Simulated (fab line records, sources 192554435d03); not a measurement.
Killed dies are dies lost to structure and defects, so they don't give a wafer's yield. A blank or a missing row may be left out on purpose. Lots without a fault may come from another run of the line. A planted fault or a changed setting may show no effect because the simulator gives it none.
fab line records | flow n5_finfet | part 2 of 2: steps 5 to 6 of 6
record lots=20 wafers=60 last_day=18
route steps=1938 shown DUMMY_GATE@250 SPACER0@258 SD_EPI_P@310
lots that met no fault: from a run of the same line without faults
start_h: hours from the record's first day to the start of the lot's first wafer shown | wait_h: hours since the lot's step before | " the same as in the row above | L1.1+2: a row that stands for several wafers | - no value, or no start given | * or withheld: withheld | < > ~ a bound
route shown NAME@n: a module of which the file shows steps, and the number in the route of the first | usual: mean/standard deviation of fault-free wafers | same: alike in all rows | chamber/n: place in a boat | sites: the reading at each site | _std_site: their standard deviation | _edge_site: outer sites' mean less inner sites' | radius_mm: how far each site lies from the wafer's centre | mask NAME#n: copy n | behind: the tool/chamber that last shaped the wafer | hold: why the lot was held/for how many hours/how that ended | device: the transistor (n, p or np) that didn't switch | end of line: the same wafers' tests at the end of the route | a step without rows: its recipe alone | killed: dies lost to structure and defects at the first sort, not the wafer's yield | map: a wafer's dies, x killed, . not, _ none there
set.NAME: the setting as run; set.NAME@STEP: as run at that earlier step | model.NAME: the simulator's own value behind a step, which no gauge read
steps of the route over a sample of lots; a table a step, a row a wafer
services: from which hour (start_h, from the record's first day; less than 0 if before it) a tool's chamber was out of use, for how many hours, and why
## steps
# step N5_SD_EPI_P_SD_RECESS_17
# recipe chemistry=HBr/Cl2/O2 target_depth_a=391 bt_time_s=3 pressure_mtorr=10 icp_w=800 bias_w=112 HBr_flow_sccm=150 Cl2_flow_sccm=80 O2_flow_sccm=12
# usual HBr_flow_sccm=150.0/0.48 drypump_motor_current_A=5.8/0.41 mfc_cl2_sccm=80.00/0.25 oes_product_au=1.003/0.015 rf_fwd_power_W=795/3.2 throttle_valve_pct=37.0/0.48
# columns lot.wafer tool chamber start_h wait_h HBr_flow_sccm drypump_motor_current_A mfc_cl2_sccm oes_product_au rf_fwd_power_W rf_hours_counter_h throttle_valve_pct
L074.3 rie_si-03 0 56.72 0.0 150.8 5.1 80.22 0.989 793 48 36.8
L074.5 " 0 " " 151.3 5.2 80.37 0.993 793 - 36.8
L074.6 " 3 " " 150.1 5.4 80.00 1.014 795 - 36.2
L075.2 rie_si-05 2 62.70 0.0 149.4 6.2 79.66 1.007 794 50 36.5
L075.4 " 1 " " 149.9 5.2 80.31 0.998 797 96 37.4
L075.6 " 2 " " 150.1 6.2 79.40 1.019 798 - 36.5
L076.1 rie_si-05 1 66.55 0.0 149.5 5.3 79.92 1.006 797 96 37.4
L076.4 " 2 " " 150.5 6.2 80.04 1.007 798 50 36.5
L076.5 " 1 " " 149.7 5.3 79.96 1.004 796 - 37.4
L077.1 rie_si-03 0 72.49 0.0 148.9 5.2 80.09 0.990 788 49 36.8
L077.4 " 1 " " 149.6 5.7 79.87 1.001 785 171 37.0
L077.6 " 2 " " 149.7 5.4 79.94 0.975 790 - 37.1
L078.1 rie_si-02 3 82.34 0.0 150.5 5.8 80.06 1.006 794 65 36.8
L078.5 " 0 " " 150.3 6.3 79.86 0.976 796 - 37.0
L078.6 " 1 " " 150.2 6.2 80.04 1.024 795 - 37.8
L079.1 rie_si-02 2 84.09 0.0 150.2 5.6 80.13 1.005 794 7 37.5
L079.2 " 0 " " 149.8 6.3 80.06 0.981 801 131 37.0
L079.3 " 3 " " 150.3 5.8 80.22 1.004 796 65 36.8
L080.1 rie_si-02 0 92.02 0.0 150.6 6.3 79.96 0.986 795 131 37.0
L080.3 " 1 " " 149.5 6.2 79.63 1.025 795 140 37.8
L080.6 " 0 " " 150.1 6.3 79.93 0.985 797 - 37.0
L081.1 rie_si-05 3 99.11 0.0 149.9 5.9 80.25 1.001 801 174 37.0
L081.2 " 2 " " 150.0 6.2 79.77 1.019 799 50 36.5
L081.5 " 0 " " 150.1 6.5 79.75 0.992 789 - 36.1
L082.3 rie_si-02 1 105.55 0.0 150.0 6.2 80.50 1.023 793 140 37.8
L082.4 " 3 " " 148.8 5.8 80.30 0.998 797 65 36.8
L082.6 " 0 " " 149.3 6.3 79.41 0.987 792 - 37.0
L084.2 rie_si-03 3 114.60 0.0 149.6 5.4 80.39 1.016 794 8 36.2
L084.3 " 0 " " 150.5 5.2 80.30 0.994 795 49 36.8
L084.4 " 2 " " 150.4 5.4 79.43 0.981 799 117 37.1
L086.2 rie_si-05 3 127.12 0.0 149.9 5.9 80.16 1.005 796 174 37.0
L086.3 " 2 " " 150.4 6.3 80.18 1.017 791 51 36.5
L086.5 " 0 " " 149.4 6.5 80.47 0.995 788 - 36.0
L088.2 rie_si-05 2 139.75 0.0 150.0 6.2 80.04 1.018 795 51 36.5
L088.4 " 1 " " 149.5 5.2 79.87 1.001 796 97 37.4
L088.5 " 3 " " 150.6 5.8 80.22 1.005 796 - 37.0
L089.1 rie_si-02 3 145.42 0.0 149.1 5.8 80.21 1.007 794 66 36.8
L089.5 " 0 " " 149.6 6.3 80.31 0.977 800 - 37.0
L089.6 " 3 " " 149.8 5.8 80.19 1.011 795 - 36.8
L090.3 rie_si-02 3 151.84 0.0 149.6 5.7 79.70 1.018 793 66 36.8
L090.4 " 0 " " 150.2 6.2 80.32 0.984 795 132 37.0
L090.6 " 0 " " 149.5 6.3 80.00 0.971 793 - 37.0
L091.1 rie_si-02 0 157.86 0.0 149.7 6.3 79.82 0.986 794 132 37.0
L091.5 " 3 " " 149.4 5.7 80.01 1.006 796 - 36.8
L091.6 " 0 " " 150.0 6.3 79.61 0.982 797 - 37.0
L092.1 rie_si-02 0 163.96 0.0 150.1 6.3 80.34 0.986 801 132 37.0
L092.3 " 3 " " 150.3 5.7 79.61 1.016 794 66 36.8
L092.4 " 1 " " 150.6 6.2 79.77 1.031 793 141 37.8
L093.1 rie_si-03 2 171.42 0.0 150.0 5.4 79.84 0.979 796 118 37.1
L093.4 " 1 " " 149.7 5.6 79.83 1.005 793 173 37.0
L093.6 " 3 " " 149.5 5.4 80.07 1.011 797 - 36.2
L095.3 rie_si-03 1 183.42 0.0 150.5 5.7 79.56 0.988 789 173 37.0
L095.5 " 0 " " 149.2 5.2 80.31 0.991 793 - 36.8
L095.6 " 3 " " 150.3 5.4 80.05 1.011 797 - 36.2
L096.1 rie_si-03 0 186.75 0.0 150.2 5.2 80.43 0.996 793 51 36.8
L096.4 " 2 " " 150.2 5.4 80.18 0.978 799 118 37.1
L096.5 " 2 " " 149.8 5.4 80.14 0.978 795 - 37.1
L097.1 rie_si-02 0 194.10 0.0 150.4 6.3 80.03 0.981 797 133 37.0
L097.5 " 0 " " 150.3 6.3 80.10 0.977 796 - 37.0
L097.6 " 1 " " 150.8 6.2 79.52 1.016 796 - 37.8
# step N5_SD_EPI_P_STRIP_40
# recipe chemistry=N2/H2 power_w=1000 temp_c=250 h2_frac=0.65 overash_fraction=0.3 pressure_mtorr=withheld n2_flow_sccm=1750 h2_flow_sccm=3250
# usual drypump_motor_current_A=5.78/0.28 heater_power_w=337/32 oes_product_au=0.761/0.011
# same overash_fraction=0.3
# columns lot.wafer tool chamber start_h wait_h drypump_motor_current_A heater_power_w oes_product_au rf_hours_counter_h
L074.3 plasma_asher-01 1 56.91 0.1 5.45 297 0.762 -
L074.5 " 0 " " 6.19 384 0.769 -
L074.6 " 1 " " 5.44 313 0.768 -
L075.2 plasma_asher-02 1 62.84 0.0 5.62 362 0.781 33
L075.4 " 1 " " 5.61 364 0.748 -
L075.6 " 0 " " 5.81 307 0.749 -
L076.1 plasma_asher-02 0 66.69 0.0 5.81 309 0.756 33
L076.4 " 1 " " 5.62 357 0.768 -
L076.5 " 0 " " 5.81 303 0.767 -
L077.1 plasma_asher-01 1 72.64 0.0 5.42 298 0.762 90
L077.4 " 0 " " 6.21 376 0.768 -
L077.6 " 0 " " 6.19 383 0.748 -
L078.1 plasma_asher-01 0 82.48 0.0 6.24 378 0.777 92
L078.5 " 1 " " 5.46 294 0.757 -
L078.6 " 0 " " 6.23 376 0.776 -
L079.1 plasma_asher-02 1 84.24 0.0 5.60 362 0.738 37
L079.2 " 0 " " 5.82 312 0.757 37
L079.3 " 0 " " 5.78 312 0.744 -
L080.1 plasma_asher-01 0 92.16 0.0 6.24 379 0.752 95
L080.3 " 0 " " 6.27 380 0.746 -
L080.6 " 1 " " 5.45 298 0.757 -
L081.1 plasma_asher-02 1 99.25 0.0 5.61 363 0.766 40
L081.2 " 0 " " 5.79 325 0.777 40
L081.5 " 0 " " 5.83 308 0.769 -
L082.3 plasma_asher-02 0 105.71 0.0 5.80 308 0.753 -
L082.4 " 1 " " 5.62 347 0.784 -
L082.6 " 0 " " 5.82 303 0.774 -
L084.2 plasma_asher-01 0 114.75 0.0 6.22 376 0.778 99
L084.3 " 0 " " 6.24 377 0.770 -
L084.4 " 1 " " 5.46 301 0.761 -
L086.2 plasma_asher-01 1 127.27 0.0 5.47 309 0.756 101
L086.3 " 0 " " 6.20 373 0.763 -
L086.5 " 1 " " 5.47 312 0.742 -
L088.2 plasma_asher-01 1 139.90 0.0 5.47 297 0.756 105
L088.4 " 0 " " 6.21 374 0.774 -
L088.5 " 0 " " 6.23 375 0.760 -
L089.1 plasma_asher-01 1 145.57 0.0 5.45 300 0.760 106
L089.5 " 0 " " 6.22 369 0.760 -
L089.6 " 1 " " 5.47 308 0.758 -
L090.3 plasma_asher-02 0 152.79 0.8 5.83 313 0.750 -
L090.4 " 1 " " 5.61 362 0.760 -
L090.6 " 0 " " 5.81 315 0.767 -
L091.1 plasma_asher-02 0 158.01 0.0 5.80 311 0.740 52
L091.5 " 0 " " 5.79 312 0.767 -
L091.6 " 1 " " 5.65 375 0.753 -
L092.1 plasma_asher-02 1 164.10 0.0 5.62 357 0.769 54
L092.3 " 1 " " 5.62 358 0.762 -
L092.4 " 0 " " 5.80 308 0.751 -
L093.1 plasma_asher-02 0 171.56 0.0 5.82 309 0.767 55
L093.4 " 0 " " 5.80 313 0.755 -
L093.6 " 1 " " 5.61 360 0.762 -
L095.3 plasma_asher-02 1 183.58 0.0 5.62 360 0.752 -
L095.5 " 0 " " 5.79 305 0.769 -
L095.6 " 1 " " 5.63 359 0.744 -
L096.1 plasma_asher-01 1 186.90 0.0 5.47 303 0.764 111
L096.4 " 0 " " 6.22 383 0.747 -
L096.5 " 0 " " 6.22 372 0.773 -
L097.1 plasma_asher-01 1 194.25 0.0 5.45 307 0.755 113
L097.5 " 1 " " 5.48 306 0.771 -
L097.6 " 0 " " 6.22 380 0.755 -
## services
# columns tool chamber start_h hours kind
rie_diel-02 0 28.19 - clean
rie_diel-02 0 28.19 - consumable_replace:focus_ring
rie_diel-02 0 28.19 17.2 scheduled_down
rie_diel-02 0 28.19 17.2 vent_cycle
ald_sin-03 - 30.24 0.7 repair
ald_sin-03 - 42.67 4.3 pm
rie_diel-02 - 46.21 15.6 pm
rie_diel-03 3 48.58 9.8 repair
rie_diel-01 3 50.91 4.7 repair
rie_diel-01 0 55.60 - clean
rie_diel-01 0 55.60 - consumable_replace:focus_ring
rie_diel-01 0 55.60 23.9 scheduled_down
rie_diel-01 0 55.60 23.9 vent_cycle
plasma_asher-01 - 75.48 0.7 repair
rie_diel-03 1 76.00 12.8 repair
ald_sin-01 - 85.25 14.0 pm
ald_sin-01 0 85.25 14.0 vent_cycle
rie_diel-01 - 94.55 4.1 repair
rie_si-02 2 95.57 6.3 repair
ald_sin-01 - 145.61 14.6 pm
plasma_asher-01 - 149.21 9.0 repair
plasma_asher-02 - 150.35 2.0 repair
ald_sin-02 2 161.86 7.6 repair
ald_sin-01 0 163.64 3.5 repair
